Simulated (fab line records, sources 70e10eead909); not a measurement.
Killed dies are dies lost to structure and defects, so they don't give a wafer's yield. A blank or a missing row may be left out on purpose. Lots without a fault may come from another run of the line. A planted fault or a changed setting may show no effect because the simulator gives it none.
A struck lot beside a sound one | flow nand_harc | 14 steps out of a route of 1302
Sound: wafers L415.3, L415.4, L415.6. Struck: wafers L406.3, L406.4, L406.5. The cause comes at the end.
At each step with rows: each side's tool, then ch and its chambers, then its first start. Under that, the readings that differ: sound wafers | struck wafers | difference of the means | sigmas: that difference in standard deviations of wafers without a fault.
alike: readings whose means differ by less than 2 such deviations, and words and numbers that are the same on both sides. not compared: withheld readings, readings that some wafer has no value for, bounds like >300 that may hide the same value, and numbers for which the record gives no deviation and whose values overlap.
The two part at a step that has a row with sigmas, a row that says differs or no value, or rows on one side only. Numbers that don't overlap but have no deviation are shown without sigmas and don't part them. A reading that every wafer of one side lacks parts them only if that side has two wafers or more.

first, 1 step without rows for these wafers: NHARC_P_M2_PRE_CLEAN_30 (time 30 s).
NHARC_P_M2_PVD_20: deposits TaN, target thk 5 nm, time 8.06 s.
  sound on pvd_sputter-03; struck on pvd_sputter-02
  alike: cathode_dc_power_W, throttle_valve_pct
then, 2 steps without rows for these wafers: NHARC_P_M2_PVD_21 (deposits Cu, target thk 30 nm, time 20.49 s); NHARC_P_M2_ECD_22 (material Cu, target thk 400 nm).
NHARC_P_M2_ANNEAL_31: time 90 s.
  sound on rtp_anneal-02 ch 0, day 13 02:55; struck on rtp_anneal-02 ch 0, day 9 11:57
  alike: wafer_temp_C_max
NHARC_P_M2_CMP_23: polishes, t overpolish 20 s, target thk 144.3 nm.
  sound on cmp-04 ch 0,1,3, day 13 03:09; struck on cmp-03 ch 0,2,3, day 9 12:15
  alike: motor_current_A, time_to_endpoint_s
NHARC_P_M2_THK_MEAS_24: measures by xrf.
  sound on film_metro-02, day 13 03:28; struck on film_metro-01, day 9 12:30
  alike: thk_nm
then, 1 step without rows for these wafers: NHARC_P_M2_SRD_25.
NHARC_P_M2_INSPECT_27:
  sound on defect_inspect-02, day 13 03:40; struck on defect_inspect-02, day 9 12:40
  alike: raw_defect_count
then, 1 step without rows for these wafers: NHARC_P_M2_PRE_CLEAN_32 (time 12 s).
NHARC_P_M2_DEP_33: deposits SiCN, target thk 30 nm.
  sound on pecvd-02 ch 1,2, day 13 03:54; struck on pecvd-04 ch 0,2, day 9 12:58
  alike: chamber_pressure_Torr, heater_power_outer_w, heater_power_w, showerhead_vpp_V
NHARC_P_BONDPAD_DEP_00: deposits SiCN, target thk 250 nm.
  sound on pecvd-04 ch 0,1,2, day 13 04:19; struck on pecvd-04 ch 0,1, day 9 13:24
  no value came back on the struck wafers for chamber_pressure_Torr (Torr), heater_power_outer_w (W), heater_power_w (W), showerhead_vpp_V (V); on the sound wafers chamber_pressure_Torr (Torr) reads 3.004 2.996 2.993
NHARC_P_BONDPAD_CMP_32: polishes SiCN, target thk 200 nm.
  sound on cmp-03 ch 0,1, day 13 04:40; struck on cmp-01 ch 0,1,3, day 9 13:47
  alike: motor_current_A
then, 1 step without rows for these wafers: NHARC_P_BONDPAD_SRD_34.

WHERE THEY PART
Only at NHARC_P_BONDPAD_DEP_00, within this record. Later steps at which nothing parts them and some readings are alike: NHARC_P_BONDPAD_CMP_32.

WHY: what the simulator had put in
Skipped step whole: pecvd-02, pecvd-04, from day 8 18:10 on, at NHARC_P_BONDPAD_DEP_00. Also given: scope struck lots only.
